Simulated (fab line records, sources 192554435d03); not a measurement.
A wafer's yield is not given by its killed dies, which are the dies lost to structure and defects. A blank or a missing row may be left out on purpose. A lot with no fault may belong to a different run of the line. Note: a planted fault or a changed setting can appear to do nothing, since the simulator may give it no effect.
Matching of chambers + flow n5-finfet + N5_BEOL_M6_ETCH_72 on rie-diel-06 has 4 sister chambers
The step etches underlayer in N2/H2, target depth 6.5 nm, time 5.2 s. 8 wafers are shown with their chamber, then 11 later ones without.

## EACH WAFER AND ITS CHAMBER
| wafer  | chamber | drypump-motor-current-A (A) | showerhead-plenum-p-Torr (Torr) |
|--------|---------|-----------------------------|---------------------------------|
| L087.1 | 3       | 6.0                         | 2.66                            |
| L089.1 | 3       | 6.0                         | 2.66                            |
| L089.2 | 1       | 5.8                         | 2.43                            |
| L089.3 | 2       | 4.9                         | 2.49                            |
| L088.1 | 1       | 5.8                         | 2.43                            |
| L088.4 | 0       | 5.9                         | 2.70                            |
| L088.6 | 0       | 5.8                         | 2.70                            |
| L094.2 | 2       | 4.9                         | 2.48                            |

## WAFERS WITH NO CHAMBER GIVEN
| wafer  | drypump-motor-current-A (A) | showerhead-plenum-p-Torr (Torr) |
|--------|-----------------------------|---------------------------------|
| L094.3 | 5.9                         | 2.69                            |
| L094.6 | 4.9                         | 2.49                            |
| L092.4 | 5.8                         | 2.43                            |
| L092.5 | 5.9                         | 2.69                            |
| L092.6 | 5.8                         | 2.43                            |
| L095.2 | 6.0                         | 2.65                            |
| L095.3 | 5.8                         | 2.69                            |
| L095.4 | 5.8                         | 2.42                            |
| L097.1 | 6.0                         | 2.64                            |
| L097.2 | 4.9                         | 2.48                            |
| L097.3 | 5.8                         | 2.42                            |

## EACH ONE'S CHAMBER
| wafer  | from the rows above | in truth |
|--------|---------------------|----------|
| L094.3 | 0                   | 0        |
| L094.6 | 2                   | 2        |
| L092.4 | 1                   | 1        |
| L092.5 | 0                   | 0        |
| L092.6 | 1                   | 1        |
| L095.2 | 3                   | 3        |
| L095.3 | 0                   | 0        |
| L095.4 | 1                   | 1        |
| L097.1 | 3                   | 3        |
| L097.2 | 2                   | 2        |
| L097.3 | 1                   | 1        |
Placed correctly: 11 of 11. Left unplaced by these rows: 0. Placed wrongly: 0.
How it was worked out, from the rows above alone: a wafer's distance from a chamber is the root of the sum, over the readings, of the square of ((its reading less the chamber's mean) divided by the reading's scatter). If the next closest chamber is less than 2 further off than the closest, the wafer can't be placed; otherwise it belongs to the closest. The mean given for a chamber averages the wafers shown for that chamber. How the scatter is found: for the shown wafers, subtract from each reading the mean of its chamber, square and add these, divide the total by (wafers less chambers), then take the root.
